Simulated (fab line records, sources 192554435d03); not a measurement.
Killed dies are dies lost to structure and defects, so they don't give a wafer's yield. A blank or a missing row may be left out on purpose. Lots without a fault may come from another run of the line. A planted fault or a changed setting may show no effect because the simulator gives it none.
Split-lot experiment | flow n5_finfet | 7 lots, 39 wafers read, on a route of 1938 steps

THE SPLIT
At N5_DUMMY_GATE_ETCH_32 (etches SiO2 in CF4, target depth 3.5 nm, time 3.9 s), the setting time_s was moved away from the recipe's 3.9 s on 9 of the 39 wafers read, by -19.4% to +17.6%. The other wafers ran this setting at the recipe's value.

The reading is taken at the split's own step.

THE READING
etch.depth_nm (the simulator's own value, which no gauge read), in nm, at N5_DUMMY_GATE_ETCH_32 (etches SiO2 in CF4, target depth 3.5 nm, time 3.9 s). The file gives no usual value for it. The 30 wafers here that ran the recipe average 3.534 nm, standard deviation 0.093 nm.

wafer  | tool, chamber at the split | time_s as run, s | against the recipe | etch.depth_nm, nm | against lot-mates on the recipe
L075.1 | rie_si-01, 0               | 3.144            | -19.4%             | 2.81              | -0.759
L075.2 | rie_si-01, 3               | 3.9              | recipe             | 3.506             | -
L075.3 | rie_si-01, 2               | 3.144            | -19.4%             | 2.857             | -0.712
L075.4 | rie_si-01, 1               | 3.9              | recipe             | 3.707             | -
L075.5 | rie_si-01, 0               | 3.144            | -19.4%             | 2.816             | -0.753
L075.6 | rie_si-01, 3               | 3.9              | recipe             | 3.493             | -
L077.1 | rie_si-01, 2               | 3.9              | recipe             | 3.499             | -
L077.2 | rie_si-01, 0               | 3.9              | recipe             | 3.471             | -
L077.3 | rie_si-01, 3,0             | 3.9              | recipe             | 3.448             | -
L077.5 | rie_si-01, 3,0             | 3.9              | recipe             | 3.448             | -
L077.4 | rie_si-01, 1               | 3.9              | recipe             | 3.643             | -
L077.6 | rie_si-01, 3               | 3.9              | recipe             | 3.47              | -
L078.1 | rie_si-03, 1               | 3.9              | recipe             | 3.429             | -
L078.2 | rie_si-03, 0               | 3.9              | recipe             | 3.435             | -
L078.3 | rie_si-03, 3               | 3.9              | recipe             | 3.6               | -
L078.4 | rie_si-03, 2               | 3.9              | recipe             | 3.555             | -
L078.5 | rie_si-03, 2               | 3.9              | recipe             | 3.54              | -
L078.6 | rie_si-03, 3               | 3.9              | recipe             | 3.57              | -
L080.1 | rie_si-03, 3               | 3.416            | -12.4%             | 3.107             | -0.336
L080.2 | rie_si-03, 0               | 3.9              | recipe             | 3.36              | -
L080.3 | rie_si-03, 2               | 3.416            | -12.4%             | 3.121             | -0.322
L080.4 | rie_si-03, 1               | 3.9              | recipe             | 3.39              | -
L080.5 | rie_si-03, 0               | 3.416            | -12.4%             | 2.96              | -0.483
L080.6 | rie_si-03, 3               | 3.9              | recipe             | 3.58              | -
L082.2 | rie_si-01, 1               | 3.9              | recipe             | 3.712             | -
L082.4 | rie_si-01, 3               | 3.9              | recipe             | 3.468             | -
L082.6 | rie_si-01, 0               | 3.9              | recipe             | 3.534             | -
L093.1 | rie_si-01, 3               | 3.9              | recipe             | 3.466             | -
L093.2 | rie_si-01, 0               | 3.9              | recipe             | 3.552             | -
L093.3 | rie_si-01, 1               | 3.9              | recipe             | 3.722             | -
L093.4 | rie_si-01, 2               | 3.9              | recipe             | 3.583             | -
L093.5 | rie_si-01, 3               | 3.9              | recipe             | 3.481             | -
L093.6 | rie_si-01, 0               | 3.9              | recipe             | 3.522             | -
L094.1 | rie_si-01, 2               | 3.9              | recipe             | 3.556             | -
L094.2 | rie_si-01, 1               | 3.9              | recipe             | 3.708             | -
L094.3 | rie_si-01, 0               | 4.586            | +17.6%             | 4.122             | +0.512
L094.4 | rie_si-01, 3               | 4.586            | +17.6%             | 4.056             | +0.446
L094.5 | rie_si-01, 2               | 3.9              | recipe             | 3.565             | -
L094.6 | rie_si-01, 1               | 4.586            | +17.6%             | 4.36              | +0.750
Where a row lists several chambers, the file gives one row for several wafers and doesn't say which wafer went through which chamber.

THE FIT
A straight line over all 39 wafers: etch.depth_nm changes by +0.0368 nm for each +1% of time_s; r = +0.95; the points scatter about the line by 0.095 nm.
The same after taking each lot's own level away (the mean of its wafers on the recipe; 39 wafers): +0.0346 nm for each +1%; r = +0.95; scatter 0.089 nm.
On that fit, the largest move of time_s shifts the reading by 0.67 nm.
The lots' own levels span 3.4433 to 3.6097 nm, that is 1.8 times the standard deviation above.
So the lot-to-lot level changes the slope little: the two slopes agree.
Check: with one of the wafers moved furthest among these (-19.4%) left out of the fit, the line predicts -0.66 nm for it against its lot-mates. It came out at -0.759 nm against them.

OTHER SPLITS ON THESE WAFERS
These wafers also went through other splits before the reading. Each is held against what the fit with the lots' levels taken away leaves over:
other split on the same wafers | wafers away from the commonest value | r with etch.depth_nm (lot level and that fit taken away)
N5_DUMMY_GATE_ETCH_37 source_w | 18                                   | +0.16

THE FILE'S OWN FIT
etch.depth_nm changes by +0.0347 nm for each +1% of time_s, r = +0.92.
